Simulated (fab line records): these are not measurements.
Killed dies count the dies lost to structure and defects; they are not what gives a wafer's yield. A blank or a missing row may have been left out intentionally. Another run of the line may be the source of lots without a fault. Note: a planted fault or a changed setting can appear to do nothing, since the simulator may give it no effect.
Check of tool commonality | flow nand harc | Sampled: 5 lots, 15 wafers

## THE REASON FOR OPENING IT
At NHARC_END_SORT_01 the reading killed at array is flagged on 3 of 5 lots. Wafers without a fault read 31, standard deviation 11.
Rule: a lot is flagged in two cases, either no wafer of it has a number, or all its wafers with numbers fall more than 4 standard deviations from that mean. As for the other lots, they are considered sound.

lot  | measured     | on        | killed at array, wafer by wafer | flag
L846 | day 20 05:58 | prober-02 | 35 30 41                        |
L856 | day 22 06:01 | prober-01 | 673 673 672                     | FLAGGED
L855 | day 22 07:40 | prober-02 | 675 674 676                     | FLAGGED
L857 | day 22 15:24 | prober-01 | 673 675 673                     | FLAGGED
L863 | day 24 04:29 | prober-01 | 15 21 17                        |
The numbers of the flagged lots are 674 on average: +643 against the usual, or +58 standard deviations.

## WHICH TOOL RAN EACH LOT
The record holds 4 process steps before the reading, out of a route of 1159 steps. Cell contents, in order: the tool; ch with the chambers the sampled wafers went through; the start.
lot  | flag    | NHARC_A_CONTACT_ETCH_51                       | NHARC_A_CONTACT_ETCH_118             | NHARC_A_CONTACT_ETCH_96            | NHARC_A_CONTACT_STRIP_55
L846 |         | rie diel-04 ch 0,1, day 16 11:37 or earlier   | har cap etch-02 ch 0,1, day 16 11:37 | rie diel-03 ch 1,3, day 16 12:49   | rie diel-04 ch 1,2,3, day 20 05:58 or earlier
L856 | FLAGGED | rie diel-04 ch 1,2,3, day 19 08:02 or earlier | har cap etch-02 ch 1, day 19 08:02   | rie diel-03 ch 0,1,2, day 19 09:13 | rie diel-01 ch 2,3, day 22 06:01 or earlier
L855 | FLAGGED | rie diel-01 ch 1,2,3, day 19 07:35 or earlier | har cap etch-01 ch 0,1, day 19 07:35 | rie diel-03 ch 2,3, day 19 08:46   | rie diel-03 ch 0,1,3, day 22 07:40 or earlier
L857 | FLAGGED | rie diel-03 ch 0,1,3, day 19 11:25 or earlier | har cap etch-03 ch 0,1, day 19 11:25 | rie diel-03 ch 1,2,3, day 19 12:35 | rie diel-03 ch 0,3, day 22 15:24 or earlier
L863 |         | rie diel-01 ch 2,3, day 21 00:56 or earlier   | har cap etch-03 ch 0,1, day 21 00:56 | rie diel-04 ch 0,2,3, day 21 02:08 | rie diel-04 ch 0,1,3, day 24 04:29 or earlier
These steps, and what they do:
- NHARC_A_CONTACT_ETCH_51: etches the open film in O2/COS, target depth 3600 nm, time 936 s.
- NHARC_A_CONTACT_ETCH_118: etches the open film in C4F8/O2/Ar, time 94 s, target depth 922 nm.
- NHARC_A_CONTACT_ETCH_96: etches the open film in C4F6/O2, target depth 20 nm, time 10 s.
- NHARC_A_CONTACT_STRIP_55: strips in O2.
- NHARC_END_SORT_01

## FLAGGED OVER TOTAL, TOOL BY TOOL (the gauges that took the reading come last)
step                     | tool            | lots run | flagged | share of the flagged lots | sound lots run after its first flagged lot
NHARC_A_CONTACT_ETCH_51  | rie diel-01     | 2        | 1       | some                      | 1 (L863)
NHARC_A_CONTACT_ETCH_51  | rie diel-03     | 1        | 1       | some                      | 0
NHARC_A_CONTACT_ETCH_51  | rie diel-04     | 2        | 1       | some                      | 0
NHARC_A_CONTACT_ETCH_118 | har cap etch-01 | 1        | 1       | some                      | 0
NHARC_A_CONTACT_ETCH_118 | har cap etch-02 | 2        | 1       | some                      | 0
NHARC_A_CONTACT_ETCH_118 | har cap etch-03 | 2        | 1       | some                      | 1 (L863)
NHARC_A_CONTACT_ETCH_96  | rie diel-03     | 4        | 3       | all                       | 0
NHARC_A_CONTACT_ETCH_96  | rie diel-04     | 1        | 0       | none                      | -
NHARC_A_CONTACT_STRIP_55 | rie diel-01     | 1        | 1       | some                      | 0
NHARC_A_CONTACT_STRIP_55 | rie diel-03     | 2        | 2       | some                      | 0
NHARC_A_CONTACT_STRIP_55 | rie diel-04     | 2        | 0       | none                      | -
NHARC_END_SORT_01        | prober-01       | 3        | 2       | some                      | 1 (L863)
NHARC_END_SORT_01        | prober-02       | 2        | 1       | some                      | 0
NHARC_A_CONTACT_ETCH_51 gives no start for some lots, so the hours and the order of its lots are those of NHARC_A_CONTACT_ETCH_118. NHARC_A_CONTACT_STRIP_55 gives no start for some lots, so the hours and the order of its lots are those of NHARC_END_SORT_01.

## WHAT THE TABLE PERMITS
All flagged lots share 1 row of the table, namely rie diel-03 at NHARC_A_CONTACT_ETCH_96.
- rie diel-03 at NHARC_A_CONTACT_ETCH_96: 3 of its 4 lots flagged. A fault beginning between L846 (day 16 12:49), its last sound lot, and L855 (day 19 08:46), its first flagged one, fits the data. Its own readings (oes product au) fall more than 4 standard deviations out on all wafers of the flagged lots.
Left over: one tool, rie diel-03 at NHARC_A_CONTACT_ETCH_96.

## WHAT WAS PUT IN BY THE SIMULATOR
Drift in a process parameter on rie diel-03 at NHARC_A_CONTACT_ETCH_96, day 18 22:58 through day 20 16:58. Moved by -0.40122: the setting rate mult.
Shown lots that were struck: L856, L855, L857. The rule given above showed the same thing.
